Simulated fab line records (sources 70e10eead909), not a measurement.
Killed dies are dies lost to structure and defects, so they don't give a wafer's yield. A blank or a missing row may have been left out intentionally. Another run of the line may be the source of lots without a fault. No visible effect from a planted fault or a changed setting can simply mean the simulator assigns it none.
fab line records	flow nand_harc
[record] lots = 24	wafers = 72	last_day = 24
route steps=1159 shown A_BLC@979 A_M0@1013 A_M1@1051 A_BONDPAD@1060
lots with no fault: from the same line, run without faults
start_h: hours from the record's first day to the start of the lot's first wafer shown	wait_h: hours elapsed since this lot's preceding step	" identical to the entry in the row above	L1.1+2: one row covering several wafers at once	- either no value or no given start	* or withheld: withheld	< > ~ a bound
route shown NAME@n: names a module that has steps shown in the file, with the first one's number in the route	usual: average and standard deviation across the fault-free wafers	same: alike in all rows	chamber/n: place in a boat	sites: per-site readings	_std_site: standard deviation across them	_edge_site: outer sites' mean less inner sites'	radius_mm: for every site, how far away it sits from the centre of the wafer	mask NAME#n: copy n	behind: the most recent tool/chamber to have shaped the wafer	hold: why the lot was held/for how many hours/how that ended	device: transistor that didn't switch, given as n, p or np	end of line: the route-end tests of the same wafers	a step with no rows: only its recipe	killed: at the first sort, the dies lost to defects and structure; wafer yield is something else	map: the dies of a wafer, with x for killed, . for not killed, _ for no die there
set.NAME: the setting that was run; set.NAME@STEP: the one run at that earlier step	model.NAME: the simulator's own value behind a step, which no gauge read
steps of the route over a sample of lots; a table a step, a row a wafer
services: a tool's chamber out of use, with start hour (start_h, from the record's first day; less than 0 if before it), hours out, and reason
[[steps]]
[step NHARC_A_BLC_ETCH_17]
[recipe] target_depth_a = 3900	over_etch_frac = 0.25	time_s = 609.38	ion_energy_ev = 200	n2_flow_sccm = 150	h2_flow_sccm = 150	ar_flow_sccm = 0	rf_w = 400	bias_w = 150	chemistry = N2/H2
[usual] drypump_motor_current_A = 5.9/0.49	oes_product_au = 0.997/0.0096	rf_vpp_V = 432.2/1.8	showerhead_plenum_p_Torr = 2.10/0.061	throttle_valve_pct = 14.171/0.0087
[same] over_etch_frac = 0.25
lot.wafer	tool	chamber	start_h	wait_h	drypump_motor_current_A	oes_product_au	rf_hours_counter_h	rf_vpp_V	showerhead_plenum_p_Torr	throttle_valve_pct
L074.2	rie_diel-05	3	-	-	5.6	0.998	4	432.4	2.10	14.181
L074.6	"	2	"	"	5.0	1.011	-	431.3	2.05	14.161
L074.5	"	3	"	"	5.6	1.002	-	431.3	2.10	14.161
L075.1	rie_diel-08	1	-	-	6.3	1.018	11	431.9	2.10	14.171
L075.5	"	3	"	"	6.0	0.997	-	432.4	2.16	14.157
L075.6	"	0	"	"	5.3	0.979	-	430.9	2.09	14.178
L078.1	rie_diel-05	3	-	-	5.7	0.996	5	432.5	2.10	14.176
L078.5	"	0	"	"	6.2	0.994	-	432.9	2.11	14.171
L078.6	"	1	"	"	6.6	0.984	-	435.3	2.17	14.176
L077.2	rie_diel-08	2	-	-	5.3	0.996	12	432.7	2.11	14.169
L077.3	"	3	"	"	6.0	0.995	10	434.1	2.16	14.176
L077.5	"	2	"	"	5.3	0.998	-	432.6	2.11	14.171
L076.2	rie_diel-05	3	-	-	5.6	0.995	6	432.8	2.10	14.166
L076.4	"	2	"	"	5.0	1.000	5	431.5	2.05	14.175
L076.6	"	0	"	"	6.2	0.999	-	433.6	2.11	14.190
L079.2	rie_diel-08	3	-	-	6.0	1.000	13	432.7	2.15	14.168
L079.1	"	2	"	"	5.3	0.998	15	433.1	2.11	14.165
L079.4	"	2	"	"	5.3	1.000	-	433.2	2.11	14.169
L080.2	rie_diel-08	1	-	-	6.3	1.013	14	432.8	2.10	14.175
L080.1	"	2	"	"	5.4	1.001	15	432.0	2.10	14.154
L080.5	"	3	"	"	6.0	0.993	-	434.0	2.15	14.162
L081.1	rie_diel-08	2	-	-	5.3	1.002	16	432.7	2.11	14.156
L081.4	"	2	"	"	5.3	1.000	-	433.3	2.11	14.180
L081.6	"	1	"	"	6.3	1.006	-	431.8	2.10	14.160
L083.1	rie_diel-05	2	-	-	5.0	1.006	8	429.8	2.05	14.171
L083.2	"	3	"	"	5.6	1.000	8	430.5	2.09	14.175
L083.5	"	3	"	"	5.7	1.018	-	432.5	2.10	14.158
L084.3	rie_diel-05	0	-	-	6.2	0.995	9	431.0	2.11	14.189
L084.2	"	2	"	"	5.0	1.018	9	430.1	2.05	14.182
L084.5	"	3	"	"	5.7	0.996	-	432.8	2.09	14.169
L082.1	rie_diel-08	2	-	-	5.3	0.997	18	431.7	2.10	14.183
L082.4	"	1	"	"	6.3	1.005	-	430.7	2.10	14.154
L082.6	"	2	"	"	5.3	0.997	-	432.0	2.10	14.163
L086.1	rie_diel-08	2	-	-	5.3	0.989	19	430.9	2.10	14.167
L086.3	"	3	"	"	6.0	0.987	17	434.0	2.15	14.168
L086.6	"	3	"	"	6.0	0.994	-	433.9	2.15	14.177
L087.3	rie_diel-08	2	-	-	5.3	1.009	20	431.6	2.10	14.169
L087.5	"	2	"	"	5.3	1.004	-	433.4	2.10	14.159
L087.6	"	3	"	"	6.0	0.994	-	432.6	2.15	14.173
L085.1	rie_diel-08	2	-	-	5.4	0.997	22	432.6	2.10	14.159
L085.6	"	3	"	"	6.0	0.991	-	434.7	2.15	14.179
L085.5	"	1	"	"	6.3	1.003	-	432.2	2.10	14.168
L089.2	rie_diel-05	3	-	-	5.6	1.007	11	432.9	2.09	14.187
L089.1	"	0	"	"	6.2	0.985	11	433.3	2.11	14.170
L089.5	"	3	"	"	5.7	1.003	-	432.3	2.09	14.167
L088.4	rie_diel-05	0	-	-	6.2	0.989	12	433.2	2.11	14.159
L088.2	"	1	"	"	6.6	0.989	11	432.6	2.17	14.185
L088.1	"	2	"	"	5.0	1.001	12	430.4	2.05	14.180
L090.1	rie_diel-05	1	-	-	6.6	0.982	12	435.0	2.17	14.164
L090.3	"	3	"	"	5.6	1.004	13	432.5	2.09	14.179
L090.6	"	1	"	"	6.6	0.989	-	434.4	2.17	14.171
L092.1	rie_diel-08	3	-	-	6.0	1.002	2	433.0	2.15	14.167
L092.2	"	2	"	"	5.3	1.008	2	432.7	2.10	14.159
L092.4	"	3	"	"	6.0	1.006	-	434.2	2.15	14.172
L094.4	rie_diel-09	1	-	-	6.2	0.991	24	428.7	1.93	14.179
L094.3	"	2	"	"	6.5	0.975	22	427.7	1.90	14.166
L094.1	"	0	"	"	5.7	0.987	25	430.7	2.03	14.167
L093.1	rie_diel-08	2	-	-	5.3	1.009	3	432.1	2.10	14.178
L093.3	"	3	"	"	6.0	0.993	3	435.1	2.15	14.171
L093.4	"	3	"	"	6.0	0.999	-	433.2	2.15	14.173
L091.1	rie_diel-05	2	-	-	5.0	1.010	14	431.7	2.05	14.189
L091.5	"	3	"	"	5.7	1.001	-	432.3	2.09	14.173
L091.6	"	0	"	"	6.2	0.993	-	432.0	2.11	14.168
L095.2	rie_diel-09	0	-	-	5.6	0.983	33	430.5	2.03	14.167
L095.3	"	1	"	"	6.2	0.988	32	426.5	1.93	14.166
L095.1	"	2	"	"	6.5	0.989	30	425.8	1.90	14.166
L096.2	rie_diel-08	0	-	-	5.3	1.003	2	432.4	2.09	14.187
L096.6	"	0	"	"	5.3	1.002	-	433.5	2.09	14.185
L096.4	"	1	"	"	6.3	1.005	-	431.7	2.10	14.180
L097.3	rie_diel-05	0	-	-	6.2	0.990	0	431.3	2.11	14.157
L097.1	"	1	"	"	6.6	0.991	0	432.5	2.17	14.184
L097.5	"	0	"	"	6.2	0.989	-	433.7	2.11	14.177
[step NHARC_A_M0_DEGAS_28]
[recipe] temp_c = 250	time_s = 60
[usual] heater_power_w = 338/41
lot.wafer	tool	chamber	start_h	wait_h	heater_power_w
L074.2	pvd_sputter-03	-	401.45	-	394
L074.5	"	-	"	"	384
L074.6	"	-	"	"	348
L075.1	pvd_sputter-01	-	413.18	-	270
L075.5	"	-	"	"	334
L075.6	"	-	"	"	353
L078.1	pvd_sputter-03	-	413.62	-	390
L078.5	"	-	"	"	289
L078.6	"	-	"	"	387
L077.2	pvd_sputter-01	-	417.82	-	271
L077.3	"	-	"	"	347
L077.5	"	-	"	"	273
L076.2	pvd_sputter-01	-	418.35	-	351
L076.4	"	-	"	"	311
L076.6	"	-	"	"	316
L079.2	pvd_sputter-02	-	439.07	-	381
L079.4	"	-	"	"	348
L079.1	"	-	"	"	399
L080.2	pvd_sputter-01	-	439.52	-	275
L080.1	"	-	"	"	349
L080.5	"	-	"	"	270
L081.4	pvd_sputter-01	-	445.84	-	305
L081.1	"	-	"	"	271
L081.6	"	-	"	"	317
L083.1	pvd_sputter-01	-	454.67	-	269
L083.2	"	-	"	"	317
L083.5	"	-	"	"	347
L084.3	pvd_sputter-01	-	459.71	-	343
L084.2	"	-	"	"	311
L084.5	"	-	"	"	269
L082.4	pvd_sputter-01	-	460.22	-	263
L082.1	"	-	"	"	350
L082.6	"	-	"	"	275
L086.1	pvd_sputter-02	-	464.48	-	383
L086.3	"	-	"	"	333
L086.6	"	-	"	"	352
L087.3	pvd_sputter-01	-	467.02	-	324
L087.6	"	-	"	"	334
L087.5	"	-	"	"	354
L085.1	pvd_sputter-02	-	488.92	-	353
L085.6	"	-	"	"	384
L085.5	"	-	"	"	388
L089.2	pvd_sputter-03	-	489.41	-	378
L089.1	"	-	"	"	295
L089.5	"	-	"	"	338
L088.4	pvd_sputter-01	-	494.03	-	340
L088.1	"	-	"	"	271
L088.2	"	-	"	"	319
L090.3	pvd_sputter-02	-	498.67	-	353
L090.1	"	-	"	"	400
L090.6	"	-	"	"	340
L092.1	pvd_sputter-01	-	508.90	-	323
L092.4	"	-	"	"	314
L092.2	"	-	"	"	268
L094.4	pvd_sputter-03	-	510.06	-	416
L094.3	"	-	"	"	377
L094.1	"	-	"	"	336
L093.3	pvd_sputter-03	-	514.63	-	346
L093.4	"	-	"	"	404
L093.1	"	-	"	"	376
L091.1	pvd_sputter-02	-	514.82	-	356
L091.5	"	-	"	"	390
L091.6	"	-	"	"	351
L095.1	pvd_sputter-01	-	530.24	-	307
L095.2	"	-	"	"	375
L095.3	"	-	"	"	305
L096.4	pvd_sputter-03	-	531.37	-	289
L096.2	"	-	"	"	350
L096.6	"	-	"	"	407
L097.3	pvd_sputter-03	-	543.73	-	405
L097.1	"	-	"	"	378
L097.5	"	-	"	"	404
[step NHARC_A_M1_ANNEAL_31]
[recipe] temp_c = 225	time_s = 90
[usual] wafer_temp_C_max = 225.78/0.26
lot.wafer	tool	chamber	start_h	wait_h	wafer_temp_C_max
L074.2	rtp_anneal-02	0	406.59	0.3	225.56
L074.5	"	0	"	"	226.12
L074.6	"	0	"	"	225.65
L075.1	rtp_anneal-01	0	418.05	0.3	225.54
L075.5	"	0	"	"	225.55
L075.6	"	0	"	"	225.42
L078.1	rtp_anneal-01	0	418.59	0.3	225.63
L078.5	"	0	"	"	225.35
L078.6	"	0	"	"	225.44
L077.2	rtp_anneal-01	0	422.69	-	225.81
L077.3	"	0	"	"	225.70
L077.5	"	0	"	"	225.59
L076.2	rtp_anneal-02	0	423.36	-	225.79
L076.4	"	0	"	"	226.15
L076.6	"	0	"	"	225.96
L079.1	rtp_anneal-02	0	444.54	-	225.63
L079.2	"	0	"	"	225.77
L079.4	"	0	"	"	225.56
L080.1	rtp_anneal-02	0	444.85	-	225.60
L080.2	"	0	"	"	225.79
L080.5	"	0	"	"	225.77
L081.1	rtp_anneal-02	0	450.76	0.3	226.10
L081.4	"	0	"	"	226.26
L081.6	"	0	"	"	225.74
L083.1	rtp_anneal-01	0	459.59	0.3	225.47
L083.2	"	0	"	"	225.56
L083.5	"	0	"	"	225.60
L084.2	rtp_anneal-02	0	464.77	-	225.90
L084.3	"	0	"	"	225.55
L084.5	"	0	"	"	226.16
L082.1	rtp_anneal-02	0	465.14	-	225.48
L082.4	"	0	"	"	226.17
L082.6	"	0	"	"	225.84
L086.1	rtp_anneal-01	0	469.69	0.4	225.65
L086.3	"	0	"	"	225.77
L086.6	"	0	"	"	225.79
L087.3	rtp_anneal-02	0	472.18	-	226.28
L087.5	"	0	"	"	226.12
L087.6	"	0	"	"	226.01
L085.1	rtp_anneal-01	0	493.80	0.3	225.66
L085.5	"	0	"	"	225.60
L085.6	"	0	"	"	225.59
L089.1	rtp_anneal-02	0	494.43	0.3	226.09
L089.2	"	0	"	"	226.37
L089.5	"	0	"	"	225.88
L088.1	rtp_anneal-02	0	499.51	0.5	226.05
L088.2	"	0	"	"	225.98
L088.4	"	0	"	"	226.50
L090.1	rtp_anneal-01	0	503.78	-	225.56
L090.3	"	0	"	"	225.21
L090.6	"	0	"	"	225.57
L092.1	rtp_anneal-01	0	513.92	0.3	225.86
L092.2	"	0	"	"	225.71
L092.4	"	0	"	"	225.86
L094.1	rtp_anneal-02	0	515.24	0.3	226.06
L094.3	"	0	"	"	226.01
L094.4	"	0	"	"	225.93
L093.1	rtp_anneal-01	0	520.14	0.3	225.86
L093.3	"	0	"	"	225.69
L093.4	"	0	"	"	225.52
L091.1	rtp_anneal-02	0	520.39	0.5	225.94
L091.5	"	0	"	"	226.18
L091.6	"	0	"	"	225.74
L095.1	rtp_anneal-01	0	535.61	-	225.75
L095.2	"	0	"	"	225.90
L095.3	"	0	"	"	225.60
L096.2	rtp_anneal-01	0	536.46	-	225.73
L096.4	"	0	"	"	225.54
L096.6	"	0	"	"	225.33
L097.1	rtp_anneal-02	0	548.75	-	225.90
L097.3	"	0	"	"	225.97
L097.5	"	0	"	"	225.83
[step NHARC_A_BONDPAD_CMP_29]
[recipe] target_thk_nm = 200	material = SiCN
[usual] motor_current_A = 11.7/1.3
lot.wafer	tool	chamber	start_h	wait_h	motor_current_A
L074.2	cmp-01	3	408.54	-	11.9
L074.5	"	0	"	"	12.2
L074.6	"	1	"	"	12.2
L075.1	cmp-04	3	419.99	-	10.7
L075.5	"	2	"	"	10.4
L075.6	"	3	"	"	11.2
L078.1	cmp-01	3	420.53	-	12.7
L078.5	"	2	"	"	11.6
L078.6	"	3	"	"	12.7
L077.2	cmp-04	0	424.62	-	13.0
L077.3	"	2	"	"	10.3
L077.5	"	3	"	"	10.8
L076.4	cmp-04	3	425.29	-	10.7
L076.2	"	0	"	"	12.9
L076.6	"	3	"	"	10.7
L079.4	cmp-02	0	446.49	-	9.9
L079.2	"	1	"	"	13.8
L079.1	"	2	"	"	13.9
L080.1	cmp-04	3	446.78	-	11.4
L080.2	"	1	"	"	9.7
L080.5	"	3	"	"	10.9
L081.4	cmp-01	1	452.68	-	12.2
L081.1	"	3	"	"	13.0
L081.6	"	2	"	"	11.7
L083.2	cmp-01	1	461.53	-	12.3
L083.1	"	3	"	"	12.3
L083.5	"	1	"	"	12.5
L084.2	cmp-01	2	466.72	-	11.5
L084.3	"	3	"	"	12.4
L084.5	"	2	"	"	11.5
L082.1	cmp-04	1	467.12	-	9.2
L082.4	"	2	"	"	10.3
L082.6	"	1	"	"	9.3
L086.1	cmp-01	2	471.64	-	11.6
L086.3	"	3	"	"	12.4
L086.6	"	1	"	"	11.7
L087.3	cmp-01	3	474.20	-	12.5
L087.6	"	3	"	"	12.3
L087.5	"	0	"	"	12.1
L085.1	cmp-02	0	495.77	-	10.7
L085.6	"	3	"	"	11.1
L085.5	"	0	"	"	11.0
L089.2	cmp-04	3	496.52	-	10.5
L089.1	"	0	"	"	13.0
L089.5	"	3	"	"	11.3
L088.1	cmp-02	3	501.48	-	11.3
L088.2	"	0	"	"	10.5
L088.4	"	1	"	"	14.0
L090.3	cmp-02	1	505.76	-	14.0
L090.1	"	2	"	"	14.3
L090.6	"	1	"	"	14.3
L092.1	cmp-04	0	515.83	-	12.2
L092.2	"	1	"	"	9.9
L092.4	"	2	"	"	10.9
L094.3	cmp-01	3	517.22	-	12.4
L094.1	"	1	"	"	12.0
L094.4	"	2	"	"	10.9
L093.1	cmp-04	0	522.09	-	13.4
L093.4	"	1	"	"	8.8
L093.3	"	2	"	"	10.3
L091.1	cmp-01	2	522.44	-	11.5
L091.5	"	2	"	"	11.7
L091.6	"	3	"	"	12.6
L095.3	cmp-02	2	537.79	-	14.6
L095.1	"	3	"	"	11.1
L095.2	"	0	"	"	10.1
L096.2	cmp-04	0	538.48	0.4	12.5
L096.4	"	2	"	"	10.5
L096.6	"	0	"	"	12.6
L097.3	cmp-01	3	550.67	-	12.8
L097.1	"	2	"	"	11.3
L097.5	"	0	"	"	11.9
[step NHARC_A_BONDPAD_DESCUM_11]
[recipe] time_s = 3	o2_flow_sccm = 200	ar_flow_sccm = 0	bias_power_w = 0	chemistry = O2
[usual] drypump_motor_current_A = 5.7/0.51	oes_product_au = 0.998/0.013	rf_vpp_V = 57.8/0.84	showerhead_plenum_p_Torr = 1.92/0.084	throttle_valve_pct = 11.310/0.0086
lot.wafer	tool	chamber	start_h	wait_h	drypump_motor_current_A	oes_product_au	rf_hours_counter_h	rf_vpp_V	showerhead_plenum_p_Torr	throttle_valve_pct
L074.2	rie_diel-12	3	409.52	-	5.3	1.018	3	58.0	1.97	11.304
L074.5	"	0	"	"	5.5	1.000	-	57.8	1.77	11.298
L074.6	"	1	"	"	6.6	0.984	-	57.8	1.86	11.306
L075.1	rie_diel-03	1	420.90	-	5.3	1.023	0	57.0	1.91	11.298
L075.6	"	2	"	"	5.4	0.986	-	58.2	2.06	11.329
L075.5	"	3	"	"	5.7	0.992	-	58.4	1.89	11.315
L078.1	rie_diel-03	0	421.54	-	5.0	0.997	1	57.9	1.87	11.310
L078.6	"	0	"	"	5.0	0.989	-	58.6	1.87	11.319
L078.5	"	1	"	"	5.3	1.009	-	58.0	1.91	11.309
L077.3	rie_diel-13	2	425.63	-	5.8	0.987	51	57.7	1.80	11.308
L077.2	"	0	"	"	5.7	0.998	56	56.9	1.90	11.315
L077.5	"	2	"	"	5.9	0.995	-	56.9	1.80	11.297
L076.4	rie_diel-12	1	426.31	-	6.6	1.000	8	57.9	1.86	11.315
L076.2	"	3	"	"	5.3	1.005	9	58.0	1.97	11.311
L076.6	"	0	"	"	5.5	1.005	-	56.4	1.77	11.305
L079.4	rie_diel-12	2	447.37	-	6.3	0.991	12	59.1	2.03	11.320
L079.1	"	3	"	"	5.3	1.007	13	57.9	1.97	11.296
L079.2	"	0	"	"	5.5	1.000	12	56.5	1.76	11.312
L080.1	rie_diel-12	0	447.71	-	5.5	0.993	12	59.1	1.76	11.320
L080.2	"	1	"	"	6.6	1.007	11	56.6	1.86	11.310
L080.5	"	3	"	"	5.3	1.006	-	58.0	1.97	11.298
L081.4	rie_diel-03	2	453.73	-	5.5	0.985	2	58.1	2.06	11.303
L081.1	"	0	"	"	5.0	0.983	2	58.0	1.87	11.311
L081.6	"	3	"	"	5.7	0.984	-	57.3	1.89	11.332
L083.2	rie_diel-03	0	462.44	-	5.0	0.984	2	58.0	1.87	11.304
L083.1	"	2	"	"	5.5	0.987	2	58.7	2.06	11.321
L083.5	"	0	"	"	5.0	0.985	-	55.6	1.87	11.314
L084.3	rie_diel-12	1	467.74	-	6.6	1.008	16	56.6	1.86	11.322
L084.2	"	0	"	"	5.4	0.999	16	57.4	1.76	11.307
L084.5	"	2	"	"	6.3	0.997	-	58.3	2.03	11.306
L082.4	rie_diel-13	0	468.15	-	5.7	1.006	4	57.8	1.89	11.312
L082.1	"	2	"	"	5.9	1.011	4	57.6	1.80	11.314
L082.6	"	3	"	"	6.2	1.017	-	57.5	1.86	11.314
L086.1	rie_diel-03	2	472.66	-	5.5	0.985	3	58.4	2.06	11.305
L086.3	"	3	"	"	5.7	0.987	3	58.1	1.89	11.306
L086.6	"	1	"	"	5.3	1.030	-	58.0	1.91	11.329
L087.3	rie_diel-03	2	475.11	-	5.4	0.977	3	57.0	2.06	11.302
L087.6	"	1	"	"	5.3	1.017	-	57.1	1.91	11.317
L087.5	"	2	"	"	5.4	0.986	-	58.1	2.06	11.317
L085.1	rie_diel-03	0	496.65	-	5.0	0.988	3	56.6	1.87	11.314
L085.5	"	3	"	"	5.7	0.984	-	56.7	1.89	11.305
L085.6	"	0	"	"	5.0	0.990	-	58.5	1.87	11.314
L089.1	rie_diel-03	2	497.53	-	5.4	0.989	3	58.1	2.06	11.325
L089.2	"	3	"	"	5.7	0.993	3	57.1	1.89	11.302
L089.5	"	1	"	"	5.3	1.016	-	58.9	1.91	11.317
L088.1	rie_diel-12	2	502.52	-	6.3	1.002	22	57.4	2.03	11.314
L088.4	"	0	"	"	5.5	1.005	21	56.8	1.76	11.319
L088.2	"	1	"	"	6.6	0.999	21	57.3	1.86	11.315
L090.3	rie_diel-03	3	506.80	-	5.7	0.981	4	57.4	1.89	11.305
L090.1	"	0	"	"	5.0	0.988	4	57.6	1.87	11.312
L090.6	"	3	"	"	5.7	0.978	-	57.4	1.89	11.317
L092.4	rie_diel-03	0	516.86	-	4.9	0.992	4	57.5	1.87	11.307
L092.1	"	1	"	"	5.3	1.023	4	57.2	1.91	11.315
L092.2	"	2	"	"	5.4	0.991	4	58.8	2.06	11.301
L094.3	rie_diel-03	1	518.15	-	5.3	1.016	4	57.4	1.91	11.310
L094.4	"	2	"	"	5.4	0.984	4	57.8	2.06	11.308
L094.1	"	3	"	"	5.7	0.968	4	57.3	1.89	11.310
L093.3	rie_diel-13	3	523.15	-	6.2	0.997	23	56.4	1.85	11.307
L093.1	"	0	"	"	5.7	1.000	23	56.7	1.89	11.320
L093.4	"	1	"	"	6.6	0.989	24	57.6	1.86	11.312
L091.1	rie_diel-12	1	523.53	-	6.6	0.998	26	57.9	1.85	11.304
L091.5	"	2	"	"	6.3	0.996	-	57.6	2.03	11.314
L091.6	"	3	"	"	5.3	1.019	-	59.3	1.96	11.315
L095.1	rie_diel-13	0	538.80	-	5.7	0.999	33	57.3	1.88	11.297
L095.2	"	1	"	"	6.6	1.002	34	56.8	1.86	11.328
L095.3	"	1	"	"	6.7	0.998	-	58.6	1.86	11.324
L096.2	rie_diel-03	1	539.54	-	5.3	1.005	5	57.9	1.91	11.305
L096.4	"	2	"	"	5.4	0.980	5	59.4	2.06	11.315
L096.6	"	0	"	"	5.0	0.997	-	56.6	1.87	11.320
L097.3	rie_diel-03	2	551.69	-	5.4	0.987	5	58.9	2.06	11.319
L097.1	"	0	"	"	5.0	0.981	5	56.3	1.87	11.308
L097.5	"	2	"	"	5.5	0.991	-	59.3	2.06	11.302
[step NHARC_A_BONDPAD_ETCH_24]
[recipe] target_depth_a = 300	over_etch_frac = 0.3	time_s = 72.99	ion_energy_ev = 150	cf4_flow_sccm = 50	n2_flow_sccm = 100	ar_flow_sccm = 150	rf_w = 300	bias_w = 100	chemistry = CF4/N2
[usual] drypump_motor_current_A = 5.6/0.46	oes_product_au = 0.999/0.012	rf_vpp_V = 314.3/2	showerhead_plenum_p_Torr = 2.63/0.11	throttle_valve_pct = 19.795/0.0084
[same] over_etch_frac = 0.3
lot.wafer	tool	chamber	start_h	wait_h	drypump_motor_current_A	oes_product_au	rf_hours_counter_h	rf_vpp_V	showerhead_plenum_p_Torr	throttle_valve_pct
L074.2	rie_diel-12	2	-	-	6.2	0.991	4	316.9	2.79	19.799
L074.5	"	2	"	"	6.2	0.988	-	316.8	2.79	19.802
L074.6	"	3	"	"	5.3	0.999	-	314.9	2.70	19.780
L075.1	rie_diel-03	2	-	-	5.4	0.990	1	316.9	2.82	19.787
L075.6	"	1	"	"	5.3	1.024	-	313.7	2.62	19.789
L075.5	"	2	"	"	5.4	0.973	-	317.8	2.82	19.787
L078.1	rie_diel-03	3	-	-	5.7	0.989	1	312.8	2.60	19.797
L078.6	"	1	"	"	5.3	1.025	-	313.9	2.62	19.805
L078.5	"	2	"	"	5.5	0.990	-	318.8	2.82	19.778
L077.2	rie_diel-12	3	-	-	5.3	1.012	9	316.0	2.70	19.791
L077.3	"	2	"	"	6.3	1.000	9	315.6	2.78	19.801
L077.5	"	0	"	"	5.5	1.002	-	311.0	2.43	19.804
L076.2	rie_diel-03	3	426.89	0.2	5.7	0.992	1	313.9	2.60	19.795
L076.6	"	0	"	"	4.9	0.986	-	314.3	2.57	19.804
L076.4	"	2	"	"	5.5	0.985	-	317.6	2.82	19.812
L079.2	rie_diel-03	1	-	-	5.3	1.007	1	313.5	2.62	19.785
L079.1	"	2	"	"	5.5	0.981	1	317.0	2.82	19.793
L079.4	"	0	"	"	5.0	0.979	1	312.6	2.57	19.782
L080.2	rie_diel-12	2	-	-	6.3	0.994	12	316.0	2.78	19.796
L080.1	"	0	"	"	5.5	1.009	12	310.2	2.43	19.788
L080.5	"	2	"	"	6.3	0.996	-	316.6	2.78	19.802
L081.1	rie_diel-03	1	-	-	5.3	1.024	2	314.4	2.62	19.817
L081.4	"	2	"	"	5.5	0.983	2	317.8	2.82	19.800
L081.6	"	1	"	"	5.3	1.010	-	313.9	2.62	19.798
L083.1	rie_diel-03	3	-	-	5.7	0.988	2	314.3	2.60	19.790
L083.2	"	0	"	"	5.0	0.993	2	314.3	2.57	19.797
L083.5	"	0	"	"	5.0	0.983	-	313.4	2.57	19.782
L084.2	rie_diel-12	0	-	-	5.5	0.997	16	311.4	2.43	19.807
L084.3	"	2	"	"	6.2	0.986	16	318.2	2.78	19.795
L084.5	"	3	"	"	5.4	1.008	-	315.5	2.69	19.785
L082.4	rie_diel-03	3	-	-	5.7	0.997	2	314.0	2.60	19.776
L082.1	"	2	"	"	5.5	0.991	3	317.9	2.82	19.804
L082.6	"	0	"	"	5.0	0.990	-	312.5	2.57	19.783
L086.1	rie_diel-03	2	-	-	5.4	0.989	3	316.4	2.82	19.783
L086.3	"	3	"	"	5.7	0.994	3	314.1	2.60	19.788
L086.6	"	2	"	"	5.5	0.986	-	319.0	2.82	19.799
L087.3	rie_diel-13	3	-	-	6.2	0.994	6	312.5	2.55	19.810
L087.6	"	3	"	"	6.2	0.996	-	313.9	2.55	19.795
L087.5	"	0	"	"	5.7	1.006	-	313.0	2.60	19.793
L085.1	rie_diel-03	0	-	-	5.0	0.989	3	312.8	2.57	19.798
L085.5	"	3	"	"	5.7	0.993	-	314.7	2.60	19.787
L085.6	"	0	"	"	5.0	0.985	-	314.4	2.57	19.795
L089.2	rie_diel-12	2	-	-	6.2	0.994	22	317.2	2.78	19.782
L089.1	"	1	"	"	6.6	1.013	21	313.6	2.55	19.782
L089.5	"	3	"	"	5.4	1.010	-	315.8	2.69	19.791
L088.4	rie_diel-12	2	-	-	6.3	0.992	22	318.1	2.78	19.792
L088.2	"	3	"	"	5.3	1.014	22	314.7	2.69	19.793
L088.1	"	1	"	"	6.6	0.996	21	310.1	2.55	19.784
L090.3	rie_diel-03	2	-	-	5.5	0.994	4	317.8	2.82	19.802
L090.1	"	1	"	"	5.3	1.018	4	314.2	2.62	19.793
L090.6	"	2	"	"	5.5	0.988	-	319.0	2.82	19.795
L092.1	rie_diel-03	3	-	-	5.7	0.980	4	313.6	2.60	19.787
L092.2	"	1	"	"	5.3	1.016	4	314.5	2.62	19.804
L092.4	"	2	"	"	5.4	0.991	4	317.6	2.82	19.793
L094.4	rie_diel-03	0	-	-	5.0	0.997	4	313.3	2.57	19.799
L094.3	"	2	"	"	5.4	1.006	4	316.0	2.82	19.789
L094.1	"	3	"	"	5.7	0.988	4	313.1	2.60	19.785
L093.3	rie_diel-13	3	-	-	6.2	1.001	23	312.6	2.55	19.799
L093.4	"	0	"	"	5.7	1.005	23	312.7	2.59	19.797
L093.1	"	2	"	"	5.9	1.008	24	310.8	2.47	19.814
L091.1	rie_diel-03	1	-	-	5.3	1.025	4	313.6	2.62	19.801
L091.6	"	0	"	"	5.0	0.987	-	314.6	2.57	19.800
L091.5	"	1	"	"	5.3	1.013	-	313.5	2.62	19.797
L095.3	rie_diel-13	0	539.89	0.1	5.7	1.010	33	313.1	2.59	19.802
L095.1	"	1	"	"	6.6	1.002	34	312.1	2.55	19.801
L095.2	"	2	"	"	5.8	1.009	25	311.8	2.47	19.806
L096.2	rie_diel-03	3	-	-	5.7	0.980	5	314.2	2.60	19.803
L096.4	"	0	"	"	5.0	0.987	5	313.0	2.57	19.800
L096.6	"	2	"	"	5.5	0.980	-	315.7	2.82	19.805
L097.3	rie_diel-13	2	552.27	0.2	5.8	1.022	29	309.0	2.47	19.798
L097.1	"	1	"	"	6.6	0.992	38	312.6	2.55	19.785
L097.5	"	0	"	"	5.7	1.002	-	313.5	2.58	19.791
[[services]]
tool	chamber	start_h	hours	kind
rie_diel-13	-	375.21	2.7	repair
cmp-01	-	376.60	4.0	pm
rie_diel-08	3	376.76	16.5	repair
rie_diel-12	-	379.40	9.0	pm
rie_diel-13	2	381.87	3.8	repair
rie_diel-03	-	392.30	9.0	pm
cmp-04	-	400.23	4.0	pm
rie_diel-08	0	416.34	102.6	repair
rie_diel-03	1	426.68	5.3	repair
rie_diel-05	2	429.54	1.5	repair
rie_diel-08	-	435.59	0.2	repair
cmp-04	-	452.68	0.6	repair
cmp-01	-	474.60	4.0	pm
rie_diel-08	-	478.80	9.0	pm
cmp-04	-	489.09	0.9	repair
cmp-04	-	498.23	4.0	pm
rie_diel-08	2	512.19	16.3	repair
pvd_sputter-01	-	514.04	10.0	pm
rie_diel-05	-	517.60	9.0	pm
cmp-04	-	522.40	3.3	repair
rie_diel-03	0	525.46	4.2	repair
rie_diel-03	3	531.89	4.0	repair
rie_diel-12	3	538.43	8.0	repair
rie_diel-08	1	539.70	6.2	repair
[[key]]
fault none
